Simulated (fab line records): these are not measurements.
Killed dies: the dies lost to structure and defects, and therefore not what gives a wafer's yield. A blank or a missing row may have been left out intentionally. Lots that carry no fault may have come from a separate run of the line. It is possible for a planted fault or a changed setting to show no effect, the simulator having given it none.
Matching of chambers | flow n5_finfet | rie_si-06 running N5_PMOS_HMC_CHANNEL_EPI_ETCH_38: 4 sister chambers
The step etches SiO2 in CF4, target depth 1.5 nm. 4 wafers are shown with their chamber, then 9 later ones without.

## WAFERS, EACH WITH ITS CHAMBER
wafer  | chamber | drypump_motor_current_A (A)
L082.6 | 1       | 6.1
L083.1 | 0       | 5.9
L083.4 | 2       | 5.7
L083.5 | 3       | 5.5

## WAFERS WITH NO CHAMBER GIVEN
wafer  | drypump_motor_current_A (A)
L092.2 | 5.4
L092.4 | 5.9
L092.5 | 5.4
L095.1 | 5.7
L095.2 | 5.9
L095.4 | 5.5
L096.1 | 5.9
L096.5 | 5.9
L096.6 | 5.5

## CHAMBER TAKEN BY EACH
wafer  | from the rows above | in truth
L092.2 | 3                   | 3
L092.4 | 0                   | 0
L092.5 | 3                   | 3
L095.1 | 2                   | 2
L095.2 | 0                   | 0
L095.4 | 3                   | 3
L096.1 | 0                   | 0
L096.5 | 0                   | 0
L096.6 | 3                   | 3
Correctly placed: 9 of 9. Not placeable from these rows: 0. Wrongly placed: 0.
How it was worked out, from the rows above alone: a wafer's distance from a chamber is the root of the sum, over the readings, of the square of ((its reading less the chamber's mean) divided by the reading's scatter). The wafer belongs to the nearest chamber; if the next one is less than 2 further off, it can't be placed. The mean given for a chamber averages the wafers shown for that chamber. The scatter (one wafer shown for each chamber): square how far every hidden wafer sits from the nearest shown wafer, average those squares and take the square root.
